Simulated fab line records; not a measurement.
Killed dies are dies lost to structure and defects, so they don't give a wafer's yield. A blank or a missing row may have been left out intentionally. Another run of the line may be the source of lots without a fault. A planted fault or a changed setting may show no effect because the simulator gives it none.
Which of the tools did it? | flow n5_finfet | 24 lots, 72 wafers sampled, at 5 steps of a route of 1938

WHAT EACH GAUGE READ, for each wafer
N5_BEOL_M12_RS_MEAS_54: a four-point-probe measurement. Usual: M12_RS typically reads 0.0595 ohm/sq, with standard deviation 0.0011.
lot  | measured     | on            | M12_RS (ohm/sq)      | flag
L074 | day 11 09:13 | film_metro-01 | 0.0599 0.0575 0.0600 |
L075 | day 11 11:47 | film_metro-02 | 0.0608 0.0595 0.0592 |
L076 | day 11 18:56 | film_metro-02 | 0.0590 0.0608 0.0608 |
L077 | day 12 06:02 | film_metro-01 | 0.0597 0.0600 0.0588 |
L078 | day 12 06:07 | film_metro-01 | 0.0596 0.0602 0.0598 |
L080 | day 12 23:41 | film_metro-02 | 0.0600 0.0614 0.0606 |
L079 | day 13 00:30 | film_metro-02 | 0.0587 0.0596 0.0593 |
L081 | day 13 00:38 | film_metro-01 | 0.0581 0.0608 0.0574 |
L083 | day 13 17:44 | film_metro-02 | 0.0592 0.0599 0.0605 |
L082 | day 13 19:32 | film_metro-01 | 0.0612 0.0587 0.0605 |
L086 | day 14 00:07 | film_metro-01 | 0.0585 0.0603 0.0601 |
L084 | day 14 00:23 | film_metro-02 | 0.0614 0.0598 0.0591 |
L085 | day 14 10:47 | film_metro-02 | 0.0582 0.0580 0.0593 |
L089 | day 15 07:46 | film_metro-02 | 0.0597 0.0588 0.0599 |
L088 | day 15 08:02 | film_metro-02 | 0.0589 0.0585 0.0581 |
L087 | day 15 13:35 | film_metro-01 | 0.0596 0.0615 0.0596 |
L090 | day 15 13:52 | film_metro-01 | 0.0609 0.0598 0.0590 |
L091 | day 16 02:53 | film_metro-01 | 0.0587 0.0609 0.0583 |
L093 | day 16 15:56 | film_metro-01 | 0.0584 0.0596 0.0605 |
L092 | day 16 20:06 | film_metro-01 | 0.0582 0.0581 0.0579 |
L094 | day 17 08:11 | film_metro-01 | 0.0587 0.0624 0.0588 |
L095 | day 17 10:51 | film_metro-01 | 0.0631 0.0590 0.0604 |
L097 | day 17 16:22 | film_metro-02 | 0.0584 0.0589 0.0592 |
L096 | day 17 16:37 | film_metro-01 | 0.0595 0.0602 0.0619 |

N5_BEOL_M13_CD_MEAS_28: the cd target is 209.5 nm. Usual: cd_nm 210.7 nm, standard deviation 1.7.
lot  | measured     | on        | cd_nm (nm)        | flag
L074 | day 11 11:02 | cd_sem-02 | 207.6 209.5 209.1 |
L075 | day 11 14:07 | cd_sem-02 | 208.8 208.7 210.3 |
L076 | day 11 20:31 | cd_sem-03 | 210.9 207.1 209.6 |
L077 | day 12 07:38 | cd_sem-01 | 208.1 207.2 213.1 |
L078 | day 12 07:47 | cd_sem-02 | 211.5 211.3 211.9 |
L080 | day 13 01:09 | cd_sem-03 | 213.2 211.4 211.6 |
L079 | day 13 02:23 | cd_sem-03 | 211.9 210.6 211.1 |
L081 | day 13 02:25 | cd_sem-03 | 212.2 214.0 210.9 |
L083 | day 13 19:20 | cd_sem-01 | 211.9 209.7 210.3 |
L082 | day 13 21:08 | cd_sem-01 | 210.5 210.4 211.8 |
L086 | day 14 01:49 | cd_sem-02 | 209.1 207.1 211.8 |
L084 | day 14 01:59 | cd_sem-01 | 209.7 210.5 211.4 |
L085 | day 14 12:30 | cd_sem-03 | 212.4 211.3 212.7 |
L089 | day 15 09:29 | cd_sem-02 | 213.9 213.7 212.0 |
L088 | day 15 09:45 | cd_sem-01 | 209.1 211.1 207.9 |
L087 | day 15 15:52 | cd_sem-03 | 211.2 210.5 210.3 |
L090 | day 15 16:02 | cd_sem-03 | 211.0 209.4 212.0 |
L091 | day 16 04:31 | cd_sem-03 | 212.7 211.9 210.7 |
L093 | day 16 17:43 | cd_sem-02 | 211.8 211.7 211.0 |
L092 | day 16 21:34 | cd_sem-02 | 209.6 209.6 210.0 |
L094 | day 17 09:43 | cd_sem-02 | 209.0 211.7 212.3 |
L095 | day 17 12:36 | cd_sem-03 | 210.5 212.1 210.9 |
L097 | day 17 18:01 | cd_sem-03 | 212.7 211.0 209.5 |
L096 | day 17 18:22 | cd_sem-01 | 210.9 213.0 212.6 |

TOOL THAT RAN EACH LOT (tool first, then ch and the chambers of the sampled wafers, then the start)
lot  | N5_BEOL_M12_PRE_CLEAN_42     | N5_BEOL_M12_DEP_53              | N5_BEOL_M13_ILD_DEP_00
L074 | pvd_sputter-01, day 11 07:47 | pecvd-02 ch 0,2, day 11 09:10   | pecvd-01 ch 0,1,2, day 11 09:17
L075 | pvd_sputter-03, day 11 10:35 | pecvd-03 ch 1,2, day 11 11:43   | pecvd-04 ch 1,2, day 11 11:51
L076 | pvd_sputter-03, day 11 17:31 | pecvd-04 ch 1,2, day 11 18:52   | pecvd-02 ch 0,2, day 11 18:59
L077 | pvd_sputter-01, day 12 04:52 | pecvd-02 ch 0,2, day 12 05:58   | pecvd-02 ch 0,1, day 12 06:06
L078 | pvd_sputter-02, day 12 04:56 | pecvd-03 ch 0,2, day 12 06:04   | pecvd-01 ch 0,2, day 12 06:11
L080 | pvd_sputter-03, day 12 22:10 | pecvd-02 ch 0,1,2, day 12 23:38 | pecvd-01 ch 1,2, day 12 23:45
L079 | pvd_sputter-02, day 12 22:32 | pecvd-04 ch 0,1, day 13 00:26   | pecvd-04 ch 1,2, day 13 00:34
L081 | pvd_sputter-03, day 12 22:37 | pecvd-03 ch 0,1,2, day 13 00:34 | pecvd-01 ch 0,2, day 13 00:42
L083 | pvd_sputter-01, day 13 16:33 | pecvd-03 ch 0,1,2, day 13 17:41 | pecvd-01 ch 0,2, day 13 17:48
L082 | pvd_sputter-02, day 13 17:56 | pecvd-02 ch 1,2, day 13 19:29   | pecvd-02 ch 0,1,2, day 13 19:36
L086 | pvd_sputter-01, day 13 22:38 | pecvd-02 ch 1,2, day 14 00:02   | pecvd-04 ch 0,1, day 14 00:10
L084 | pvd_sputter-02, day 13 22:47 | pecvd-02 ch 0,1,2, day 14 00:20 | pecvd-04 ch 0,1,2, day 14 00:30
L085 | pvd_sputter-03, day 14 07:11 | pecvd-02 ch 1,2, day 14 10:43   | pecvd-04 ch 1,2, day 14 10:50
L089 | pvd_sputter-02, day 15 05:29 | pecvd-03 ch 1,2, day 15 07:43   | pecvd-04 ch 1,2, day 15 07:50
L088 | pvd_sputter-02, day 15 05:49 | pecvd-03 ch 0,2, day 15 07:59   | pecvd-04 ch 1,2, day 15 08:06
L087 | pvd_sputter-03, day 15 12:05 | pecvd-04 ch 0,1,2, day 15 13:31 | pecvd-02 ch 0,1,2, day 15 13:39
L090 | pvd_sputter-02, day 15 12:29 | pecvd-04 ch 1,2, day 15 13:47   | pecvd-02 ch 1,2, day 15 13:55
L091 | pvd_sputter-02, day 15 23:27 | pecvd-04 ch 0,1,2, day 16 02:50 | pecvd-01 ch 0,1,2, day 16 03:01
L093 | pvd_sputter-02, day 16 10:06 | pecvd-02 ch 0,1, day 16 15:53   | pecvd-04 ch 0,1,2, day 16 16:01
L092 | pvd_sputter-02, day 16 15:35 | pecvd-03 ch 0,1,2, day 16 20:02 | pecvd-02 ch 0,2, day 16 20:10
L094 | pvd_sputter-01, day 17 07:00 | pecvd-03 ch 0,1,2, day 17 08:07 | pecvd-01 ch 0,2, day 17 08:15
L095 | pvd_sputter-03, day 17 09:19 | pecvd-02 ch 0,1,2, day 17 10:48 | pecvd-04 ch 0,1,2, day 17 10:58
L097 | pvd_sputter-01, day 17 14:49 | pecvd-04 ch 0,2, day 17 16:18   | pecvd-01 ch 0,2, day 17 16:25
L096 | pvd_sputter-01, day 17 15:08 | pecvd-02 ch 1,2, day 17 16:33   | pecvd-04 ch 0,1, day 17 16:41
- N5_BEOL_M12_PRE_CLEAN_42: time 30 s.
- N5_BEOL_M12_DEP_53: deposits SiCN from 3MS/NH3, target thk 30 nm, time 10.5 s.
- N5_BEOL_M13_ILD_DEP_00: deposits SiOC from DEMS/O2, target thk 837.92 nm, time 166.4 s.

AS READ BY THE TOOLS THEMSELVES (means over the sampled wafers that have a number; for cases with no such wafer, the mark the record gives instead)
N5_BEOL_M12_PRE_CLEAN_42. Usual: heater_power_w 333 W, standard deviation 34.
lot  | tool           | heater_power_w (W) | flag
L074 | pvd_sputter-01 | 349                |
L075 | pvd_sputter-03 | 338                |
L076 | pvd_sputter-03 | 299                |
L077 | pvd_sputter-01 | 331                |
L078 | pvd_sputter-02 | 345                |
L080 | pvd_sputter-03 | 343                |
L079 | pvd_sputter-02 | 347                |
L081 | pvd_sputter-03 | 316                |
L083 | pvd_sputter-01 | 323                |
L082 | pvd_sputter-02 | 374                |
L086 | pvd_sputter-01 | 330                |
L084 | pvd_sputter-02 | 362                |
L085 | pvd_sputter-03 | 289                |
L089 | pvd_sputter-02 | 348                |
L088 | pvd_sputter-02 | 354                |
L087 | pvd_sputter-03 | 325                |
L090 | pvd_sputter-02 | 347                |
L091 | pvd_sputter-02 | 342                |
L093 | pvd_sputter-02 | 388                |
L092 | pvd_sputter-02 | 363                |
L094 | pvd_sputter-01 | 330                |
L095 | pvd_sputter-03 | 298                |
L097 | pvd_sputter-01 | 314                |
L096 | pvd_sputter-01 | 328                |

N5_BEOL_M12_DEP_53. Usual: showerhead_plenum_p_Torr 4.148 Torr, standard deviation 0.02; throttle_valve_pct 18.6 %, standard deviation 1.2.
lot  | tool     | showerhead_plenum_p_Torr (Torr) | throttle_valve_pct (%) | flag
L074 | pecvd-02 | 4.154                           | 18.4                   |
L075 | pecvd-03 | 4.164                           | 18.2                   |
L076 | pecvd-04 | 4.136                           | 18.1                   |
L077 | pecvd-02 | 4.153                           | 18.4                   |
L078 | pecvd-03 | 4.167                           | 18.3                   |
L080 | pecvd-02 | 4.152                           | 18.9                   |
L079 | pecvd-04 | 4.145                           | 19.0                   |
L081 | pecvd-03 | 4.165                           | 18.3                   |
L083 | pecvd-03 | 4.161                           | 18.4                   |
L082 | pecvd-02 | 4.147                           | 19.2                   |
L086 | pecvd-02 | 4.152                           | 18.5                   |
L084 | pecvd-02 | 4.140                           | 19.3                   |
L085 | pecvd-02 | 4.162                           | 18.6                   |
L089 | pecvd-03 | 4.170                           | 17.7                   |
L088 | pecvd-03 | 4.164                           | 17.7                   |
L087 | pecvd-04 | 4.120                           | 17.9                   |
L090 | pecvd-04 | 4.141                           | 18.3                   |
L091 | pecvd-04 | 4.130                           | 17.9                   |
L093 | pecvd-02 | 4.134                           | 19.7                   |
L092 | pecvd-03 | 4.172                           | 18.5                   |
L094 | pecvd-03 | 4.166                           | 18.4                   |
L095 | pecvd-02 | 4.147                           | 19.2                   |
L097 | pecvd-04 | 4.116                           | 18.0                   |
L096 | pecvd-02 | 4.152                           | 18.6                   |

N5_BEOL_M13_ILD_DEP_00. Usual: heater_power_w 430 W, standard deviation 53; showerhead_plenum_p_Torr 5.682 Torr, standard deviation 0.014; throttle_valve_pct 12.1 %, standard deviation 0.86.
lot  | tool     | heater_power_w (W) | showerhead_plenum_p_Torr (Torr) | throttle_valve_pct (%) | flag
L074 | pecvd-01 | 410                | 5.681                           | 12.2                   |
L075 | pecvd-04 | 486                | 5.675                           | 11.0                   |
L076 | pecvd-02 | 423                | 5.682                           | 12.7                   |
L077 | pecvd-02 | 411                | 5.693                           | 13.1                   |
L078 | pecvd-01 | 450                | 5.682                           | 11.6                   |
L080 | pecvd-01 | 389                | 5.681                           | 12.3                   |
L079 | pecvd-04 | 433                | 5.682                           | 11.1                   |
L081 | pecvd-01 | 473                | 5.685                           | 11.7                   |
L083 | pecvd-01 | 462                | 5.684                           | 11.6                   |
L082 | pecvd-02 | 437                | 5.702                           | 12.7                   |
L086 | pecvd-04 | 442                | 5.674                           | 12.4                   |
L084 | pecvd-04 | 432                | 5.670                           | 11.7                   |
L085 | pecvd-04 | 448                | 5.668                           | 11.3                   |
L089 | pecvd-04 | 434                | 5.678                           | 11.4                   |
L088 | pecvd-04 | 448                | 5.679                           | 11.1                   |
L087 | pecvd-02 | 428                | 5.688                           | 12.6                   |
L090 | pecvd-02 | 411                | 5.697                           | 12.3                   |
L091 | pecvd-01 | 384                | 5.690                           | 12.3                   |
L093 | pecvd-04 | 463                | 5.672                           | 11.9                   |
L092 | pecvd-02 | 421                | 5.690                           | 12.4                   |
L094 | pecvd-01 | 449                | 5.684                           | 11.7                   |
L095 | pecvd-04 | 440                | 5.671                           | 11.8                   |
L097 | pecvd-01 | 395                | 5.686                           | 11.8                   |
L096 | pecvd-04 | 434                | 5.676                           | 12.5                   |

THE ANSWER, worked out from the rows above alone
Rule: a lot is off if the mean of its wafers that have a number lies more than 3 standard deviations from the usual mean. A lot without any number at a reading at which 4 lots or more have one is off too. Where the step has rows for the other lots, those lots are counted as sound. After the gauges, taken in route order, come the tools' own readings; for these a lot's mean is taken, as printed above. The first step at which some lot is off is used, and at that step the reading that is off furthest; a lot without a number counts as furthest.
Nothing can be told from this: no lot is off at any reading shown.

WHAT THE SIMULATOR HAD INSERTED
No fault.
